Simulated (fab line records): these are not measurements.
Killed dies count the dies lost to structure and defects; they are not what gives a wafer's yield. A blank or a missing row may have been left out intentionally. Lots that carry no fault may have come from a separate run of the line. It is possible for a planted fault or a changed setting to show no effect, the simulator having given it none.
Which tool did it? / flow n5Finfet / 24 lots, 72 wafers sampled, at 4 steps of a route of 1938

WHAT THE GAUGES READ, wafer by wafer
N5_BEOL_M10_CD_MEAS_28 targets a cd of 70 nm.
lot=L074; measured=day 10 05:12; on=cdSem-02; cdNm (nm)=69.3 68.8 69.8
lot=L075; measured=day 10 11:29; on=cdSem-02; cdNm (nm)=71.5 70.4 70.7
lot=L076; measured=day 11 00:06; on=cdSem-03; cdNm (nm)=69.0 69.1 68.8
lot=L080; measured=day 11 10:15; on=cdSem-01; cdNm (nm)=70.0 70.9 70.7
lot=L077; measured=day 11 10:25; on=cdSem-03; cdNm (nm)=69.9 70.5 69.4
lot=L079; measured=day 11 11:04; on=cdSem-03; cdNm (nm)=71.0 69.7 70.3
lot=L081; measured=day 11 11:14; on=cdSem-02; cdNm (nm)=70.0 69.9 70.3
lot=L078; measured=day 11 19:45; on=cdSem-01; cdNm (nm)=69.1 69.2 69.5
lot=L082; measured=day 11 23:25; on=cdSem-01; cdNm (nm)=70.9 70.3 70.2
lot=L083; measured=day 12 09:40; on=cdSem-03; cdNm (nm)=70.2 69.6 69.3
lot=L084; measured=day 12 17:56; on=cdSem-03; cdNm (nm)=70.3 70.9 69.7
lot=L085; measured=day 13 11:13; on=cdSem-03; cdNm (nm)=68.8 68.6 68.7
lot=L087; measured=day 13 11:23; on=cdSem-01; cdNm (nm)=69.3 70.4 71.2
lot=L086; measured=day 13 17:25; on=cdSem-02; cdNm (nm)=68.7 70.2 69.1
lot=L089; measured=day 13 20:32; on=cdSem-01; cdNm (nm)=70.1 69.6 71.1
lot=L091; measured=day 13 23:06; on=cdSem-02; cdNm (nm)=69.1 70.2 69.6
lot=L088; measured=day 14 02:55; on=cdSem-01; cdNm (nm)=69.7 71.7 71.5
lot=L090; measured=day 14 02:57; on=cdSem-03; cdNm (nm)=70.0 68.3 70.9
lot=L093; measured=day 14 09:46; on=cdSem-01; cdNm (nm)=70.2 69.9 69.1
lot=L092; measured=day 14 22:51; on=cdSem-02; cdNm (nm)=68.7 69.6 70.0
lot=L094; measured=day 15 07:05; on=cdSem-01; cdNm (nm)=69.7 69.6 69.1
lot=L096; measured=day 16 02:55; on=cdSem-01; cdNm (nm)=70.5 71.2 71.0
lot=L097; measured=day 16 07:13; on=cdSem-02; cdNm (nm)=71.3 72.1 70.9
lot=L095; measured=day 16 07:22; on=cdSem-02; cdNm (nm)=70.9 71.4 71.0

N5_BEOL_M10_OVL_MEAS_29.
lot=L074; measured=day 10 05:14; on=overlay-01; V9_OVL (nm)=0.8 0.9 0.2
lot=L075; measured=day 10 11:31; on=overlay-02; V9_OVL (nm)=0.2 0.2 0.8
lot=L076; measured=day 11 00:08; on=overlay-02; V9_OVL (nm)=1.2 0.0 0.0
lot=L080; measured=day 11 10:17; on=overlay-02; V9_OVL (nm)=-1.0 -0.4 -1.1
lot=L077; measured=day 11 10:27; on=overlay-02; V9_OVL (nm)=-0.4 0.0 -0.1
lot=L079; measured=day 11 11:05; on=overlay-02; V9_OVL (nm)=0.8 0.6 -1.0
lot=L081; measured=day 11 11:16; on=overlay-02; V9_OVL (nm)=-1.3 -0.4 -0.3
lot=L078; measured=day 11 19:47; on=overlay-02; V9_OVL (nm)=-1.1 0.1 0.5
lot=L082; measured=day 11 23:27; on=overlay-02; V9_OVL (nm)=0.8 0.6 -0.5
lot=L083; measured=day 12 09:41; on=overlay-02; V9_OVL (nm)=-0.5 0.6 -0.1
lot=L084; measured=day 12 17:57; on=overlay-01; V9_OVL (nm)=0.1 -1.1 -1.1
lot=L085; measured=day 13 11:15; on=overlay-01; V9_OVL (nm)=-1.2 -1.4 -1.2
lot=L087; measured=day 13 11:25; on=overlay-02; V9_OVL (nm)=0.6 0.5 0.2
lot=L086; measured=day 13 17:26; on=overlay-01; V9_OVL (nm)=0.6 -0.3 0.4
lot=L089; measured=day 13 20:34; on=overlay-01; V9_OVL (nm)=0.0 1.3 0.2
lot=L091; measured=day 13 23:08; on=overlay-01; V9_OVL (nm)=-0.1 -0.8 0.8
lot=L088; measured=day 14 02:56; on=overlay-01; V9_OVL (nm)=-0.2 0.0 0.8
lot=L090; measured=day 14 02:59; on=overlay-01; V9_OVL (nm)=1.3 0.3 1.1
lot=L093; measured=day 14 09:47; on=overlay-02; V9_OVL (nm)=-0.7 -0.8 -0.7
lot=L092; measured=day 14 22:53; on=overlay-01; V9_OVL (nm)=-0.8 1.5 0.0
lot=L094; measured=day 15 07:07; on=overlay-02; V9_OVL (nm)=-0.2 -0.1 -1.2
lot=L096; measured=day 16 02:56; on=overlay-02; V9_OVL (nm)=0.2 0.1 -0.6
lot=L097; measured=day 16 07:14; on=overlay-01; V9_OVL (nm)=1.3 0.9 0.9
lot=L095; measured=day 16 07:24; on=overlay-02; V9_OVL (nm)=-0.5 -1.1 0.2

N5_BEOL_M11_CD_MEAS_28 targets a cd of 70 nm.
lot=L074; measured=day 10 13:32; on=cdSem-02; cdNm (nm)=69.1 68.8 69.9
lot=L075; measured=day 10 20:31; on=cdSem-02; cdNm (nm)=71.9 71.5 71.4
lot=L076; measured=day 11 11:24; on=cdSem-02; cdNm (nm)=70.8 70.1 70.5
lot=L080; measured=day 11 19:41; on=cdSem-02; cdNm (nm)=70.2 70.4 69.8
lot=L077; measured=day 11 19:31; on=cdSem-01; cdNm (nm)=69.6 70.7 69.1
lot=L079; measured=day 11 19:52; on=cdSem-02; cdNm (nm)=70.1 70.9 70.1
lot=L081; measured=day 12 00:59; on=cdSem-02; cdNm (nm)=70.0 71.8 69.3
lot=L078; measured=day 12 02:25; on=cdSem-03; cdNm (nm)=68.8 69.7 70.5
lot=L082; measured=day 12 09:44; on=cdSem-01; cdNm (nm)=70.5 70.1 68.8
lot=L083; measured=day 12 17:55; on=cdSem-01; cdNm (nm)=69.6 69.5 70.8
lot=L084; measured=day 13 01:32; on=cdSem-02; cdNm (nm)=71.4 70.5 71.7
lot=L085; measured=day 13 17:10; on=cdSem-03; cdNm (nm)=71.2 70.9 71.3
lot=L087; measured=day 13 20:25; on=cdSem-01; cdNm (nm)=70.7 71.5 71.7
lot=L086; measured=day 14 03:05; on=cdSem-01; cdNm (nm)=71.3 69.9 70.7
lot=L089; measured=day 14 03:02; on=cdSem-03; cdNm (nm)=70.7 69.9 70.6
lot=L091; measured=day 14 07:19; on=cdSem-02; cdNm (nm)=70.3 70.6 70.8
lot=L088; measured=day 14 11:52; on=cdSem-03; cdNm (nm)=70.2 70.8 71.4
lot=L090; measured=day 14 09:40; on=cdSem-03; cdNm (nm)=69.4 68.7 69.5
lot=L093; measured=day 14 16:59; on=cdSem-01; cdNm (nm)=70.8 71.2 70.7
lot=L092; measured=day 15 14:20; on=cdSem-03; cdNm (nm)=71.2 70.9 70.3
lot=L094; measured=day 15 15:39; on=cdSem-02; cdNm (nm)=70.4 69.2 70.1
lot=L096; measured=day 16 11:49; on=cdSem-02; cdNm (nm)=69.6 68.2 69.7
lot=L097; measured=day 16 14:17; on=cdSem-01; cdNm (nm)=70.8 70.9 69.8
lot=L095; measured=day 16 14:14; on=cdSem-03; cdNm (nm)=69.8 71.6 70.3

TOOL THAT RAN EACH LOT (tool first, then ch and the chambers of the sampled wafers, then the start)
lot=L074; N5_BEOL_M11_ETCH_61=rieDiel-01 ch 1,2,3, day 10 12:38
lot=L075; N5_BEOL_M11_ETCH_61=rieDiel-02 ch 0,1,3, day 10 18:31
lot=L076; N5_BEOL_M11_ETCH_61=rieDiel-01 ch 0,2, day 11 07:44
lot=L080; N5_BEOL_M11_ETCH_61=rieDiel-01 ch 0,2, day 11 17:02
lot=L077; N5_BEOL_M11_ETCH_61=rieDiel-02 ch 0,1, day 11 17:13
lot=L079; N5_BEOL_M11_ETCH_61=rieDiel-01 ch 0,1,3, day 11 17:31
lot=L081; N5_BEOL_M11_ETCH_61=rieDiel-02 ch 0,1,3, day 11 21:17
lot=L078; N5_BEOL_M11_ETCH_61=rieDiel-01 ch 0,1,3, day 12 01:20
lot=L082; N5_BEOL_M11_ETCH_61=rieDiel-02 ch 1,2,3, day 12 07:28
lot=L083; N5_BEOL_M11_ETCH_61=rieDiel-01 ch 0,3, day 12 15:44
lot=L084; N5_BEOL_M11_ETCH_61=rieDiel-03 ch 1,2,3, day 12 23:02
lot=L085; N5_BEOL_M11_ETCH_61=rieDiel-01 ch 0,2,3, day 13 16:08
lot=L087; N5_BEOL_M11_ETCH_61=rieDiel-01 ch 0,3, day 13 17:34
lot=L086; N5_BEOL_M11_ETCH_61=rieDiel-01 ch 0,2,3, day 14 00:32
lot=L089; N5_BEOL_M11_ETCH_61=rieDiel-02 ch 0,2,3, day 14 01:46
lot=L091; N5_BEOL_M11_ETCH_61=rieDiel-02 ch 0,2,3, day 14 05:17
lot=L088; N5_BEOL_M11_ETCH_61=rieDiel-01 ch 2,3, day 14 09:51
lot=L090; N5_BEOL_M11_ETCH_61=rieDiel-02 ch 0,2,3, day 14 08:47
lot=L093; N5_BEOL_M11_ETCH_61=rieDiel-01 ch 0,2, day 14 16:05
lot=L092; N5_BEOL_M11_ETCH_61=rieDiel-02 ch 0,2,3, day 15 13:11
lot=L094; N5_BEOL_M11_ETCH_61=rieDiel-03 ch 0,2,3, day 15 13:14
lot=L096; N5_BEOL_M11_ETCH_61=rieDiel-03 ch 1,3, day 16 08:58
lot=L097; N5_BEOL_M11_ETCH_61=rieDiel-03 ch 0,1, day 16 13:25
lot=L095; N5_BEOL_M11_ETCH_61=rieDiel-02 ch 0,2,3, day 16 13:23
- N5_BEOL_M11_ETCH_61: etches SiARC in CF4, target depth 39 nm, time 65 s.

WHAT THE TOOLS THEMSELVES READ (means of the sampled wafers that have a number; where no wafer has one, the mark that the record gives instead)
N5_BEOL_M11_ETCH_61.
lot=L074; tool=rieDiel-01; drypumpMotorCurrentA (A)=5.3; etchRfOnTimeS (s)=64.0; mfcArSccm (sccm)=99.83; oesProductAu (a.u.)=0.71; rfVppV (V)=184.9; showerheadPlenumPTorr (Torr)=2.21; throttleValvePct (%)=15.67
lot=L075; tool=rieDiel-02; drypumpMotorCurrentA (A)=5.3; etchRfOnTimeS (s)=65.3; mfcArSccm (sccm)=100.07; oesProductAu (a.u.)=0.64; rfVppV (V)=183.9; showerheadPlenumPTorr (Torr)=2.14; throttleValvePct (%)=15.60
lot=L076; tool=rieDiel-01; drypumpMotorCurrentA (A)=5.2; etchRfOnTimeS (s)=63.9; mfcArSccm (sccm)=99.98; oesProductAu (a.u.)=0.72; rfVppV (V)=185.5; showerheadPlenumPTorr (Torr)=2.24; throttleValvePct (%)=15.58
lot=L080; tool=rieDiel-01; drypumpMotorCurrentA (A)=5.3; etchRfOnTimeS (s)=64.1; mfcArSccm (sccm)=99.74; oesProductAu (a.u.)=0.71; rfVppV (V)=185.2; showerheadPlenumPTorr (Torr)=2.24; throttleValvePct (%)=15.58
lot=L077; tool=rieDiel-02; drypumpMotorCurrentA (A)=5.0; etchRfOnTimeS (s)=66.9; mfcArSccm (sccm)=99.94; oesProductAu (a.u.)=0.59; rfVppV (V)=182.3; showerheadPlenumPTorr (Torr)=2.07; throttleValvePct (%)=15.56
lot=L079; tool=rieDiel-01; drypumpMotorCurrentA (A)=5.7; etchRfOnTimeS (s)=65.3; mfcArSccm (sccm)=100.00; oesProductAu (a.u.)=0.64; rfVppV (V)=185.0; showerheadPlenumPTorr (Torr)=2.20; throttleValvePct (%)=15.82
lot=L081; tool=rieDiel-02; drypumpMotorCurrentA (A)=5.3; etchRfOnTimeS (s)=66.6; mfcArSccm (sccm)=99.91; oesProductAu (a.u.)=0.63; rfVppV (V)=184.3; showerheadPlenumPTorr (Torr)=2.14; throttleValvePct (%)=15.62
lot=L078; tool=rieDiel-01; drypumpMotorCurrentA (A)=5.7; etchRfOnTimeS (s)=64.7; mfcArSccm (sccm)=100.38; oesProductAu (a.u.)=0.65; rfVppV (V)=185.4; showerheadPlenumPTorr (Torr)=2.20; throttleValvePct (%)=15.80
lot=L082; tool=rieDiel-02; drypumpMotorCurrentA (A)=5.5; etchRfOnTimeS (s)=65.6; mfcArSccm (sccm)=100.23; oesProductAu (a.u.)=0.65; rfVppV (V)=183.7; showerheadPlenumPTorr (Torr)=2.09; throttleValvePct (%)=15.64
lot=L083; tool=rieDiel-01; drypumpMotorCurrentA (A)=5.5; etchRfOnTimeS (s)=64.6; mfcArSccm (sccm)=100.30; oesProductAu (a.u.)=0.62; rfVppV (V)=183.5; showerheadPlenumPTorr (Torr)=2.16; throttleValvePct (%)=15.86
lot=L084; tool=rieDiel-03; drypumpMotorCurrentA (A)=5.8; etchRfOnTimeS (s)=66.3; mfcArSccm (sccm)=99.94; oesProductAu (a.u.)=0.61; rfVppV (V)=185.2; showerheadPlenumPTorr (Torr)=2.19; throttleValvePct (%)=15.71
lot=L085; tool=rieDiel-01; drypumpMotorCurrentA (A)=5.4; etchRfOnTimeS (s)=64.0; mfcArSccm (sccm)=99.72; oesProductAu (a.u.)=0.66; rfVppV (V)=184.6; showerheadPlenumPTorr (Torr)=2.19; throttleValvePct (%)=15.73
lot=L087; tool=rieDiel-01; drypumpMotorCurrentA (A)=5.5; etchRfOnTimeS (s)=63.6; mfcArSccm (sccm)=99.85; oesProductAu (a.u.)=0.61; rfVppV (V)=184.0; showerheadPlenumPTorr (Torr)=2.15; throttleValvePct (%)=15.86
lot=L086; tool=rieDiel-01; drypumpMotorCurrentA (A)=5.4; etchRfOnTimeS (s)=63.9; mfcArSccm (sccm)=100.03; oesProductAu (a.u.)=0.65; rfVppV (V)=185.1; showerheadPlenumPTorr (Torr)=2.19; throttleValvePct (%)=15.74
lot=L089; tool=rieDiel-02; drypumpMotorCurrentA (A)=5.7; etchRfOnTimeS (s)=65.4; mfcArSccm (sccm)=100.21; oesProductAu (a.u.)=0.64; rfVppV (V)=184.3; showerheadPlenumPTorr (Torr)=2.12; throttleValvePct (%)=15.82
lot=L091; tool=rieDiel-02; drypumpMotorCurrentA (A)=5.7; etchRfOnTimeS (s)=65.0; mfcArSccm (sccm)=100.28; oesProductAu (a.u.)=0.64; rfVppV (V)=183.6; showerheadPlenumPTorr (Torr)=2.12; throttleValvePct (%)=15.83
lot=L088; tool=rieDiel-01; drypumpMotorCurrentA (A)=4.9; etchRfOnTimeS (s)=62.7; mfcArSccm (sccm)=99.99; oesProductAu (a.u.)=0.70; rfVppV (V)=184.7; showerheadPlenumPTorr (Torr)=2.21; throttleValvePct (%)=15.62
lot=L090; tool=rieDiel-02; drypumpMotorCurrentA (A)=5.7; etchRfOnTimeS (s)=64.5; mfcArSccm (sccm)=100.05; oesProductAu (a.u.)=0.65; rfVppV (V)=184.0; showerheadPlenumPTorr (Torr)=2.12; throttleValvePct (%)=15.83
lot=L093; tool=rieDiel-01; drypumpMotorCurrentA (A)=5.3; etchRfOnTimeS (s)=64.6; mfcArSccm (sccm)=100.08; oesProductAu (a.u.)=0.68; rfVppV (V)=184.6; showerheadPlenumPTorr (Torr)=2.23; throttleValvePct (%)=15.62
lot=L092; tool=rieDiel-02; drypumpMotorCurrentA (A)=5.7; etchRfOnTimeS (s)=66.0; mfcArSccm (sccm)=99.95; oesProductAu (a.u.)=0.63; rfVppV (V)=184.0; showerheadPlenumPTorr (Torr)=2.11; throttleValvePct (%)=15.86
lot=L094; tool=rieDiel-03; drypumpMotorCurrentA (A)=5.8; etchRfOnTimeS (s)=65.9; mfcArSccm (sccm)=99.88; oesProductAu (a.u.)=0.61; rfVppV (V)=183.8; showerheadPlenumPTorr (Torr)=2.18; throttleValvePct (%)=15.79
lot=L096; tool=rieDiel-03; drypumpMotorCurrentA (A)=5.6; etchRfOnTimeS (s)=67.0; mfcArSccm (sccm)=99.92; oesProductAu (a.u.)=0.60; rfVppV (V)=184.9; showerheadPlenumPTorr (Torr)=2.19; throttleValvePct (%)=15.81
lot=L097; tool=rieDiel-03; drypumpMotorCurrentA (A)=5.2; etchRfOnTimeS (s)=65.5; mfcArSccm (sccm)=100.11; oesProductAu (a.u.)=0.59; rfVppV (V)=182.5; showerheadPlenumPTorr (Torr)=2.12; throttleValvePct (%)=15.99
lot=L095; tool=rieDiel-02; drypumpMotorCurrentA (A)=5.7; etchRfOnTimeS (s)=65.8; mfcArSccm (sccm)=100.15; oesProductAu (a.u.)=0.62; rfVppV (V)=184.1; showerheadPlenumPTorr (Torr)=2.11; throttleValvePct (%)=15.87

THE ANSWER, worked out from the rows above alone
Rule: what is usual is taken from the lots themselves. The widest of any qualifying gaps counts: lots, ordered by their means at a reading, are off when they make up no more than a third of the lots, leave a main group of 4 or more, and stand apart from it by 3 or more times the standard deviation of that group's means. Not used: any main group whose means are identical at the precision the tables above print for the reading. A lot without any number at a reading at which 4 lots or more have one is off too. Any other lot the step has rows for is counted as sound. First the gauges in route order, then the tools' own readings, where a lot's mean is used as printed above. At the first step where some lot is off, the reading lying furthest off is the one used; lots without a number count as furthest.
Across all readings shown, no lot is off: no conclusion can be drawn from this.

WHAT HAD BEEN PUT IN BY THE SIMULATOR
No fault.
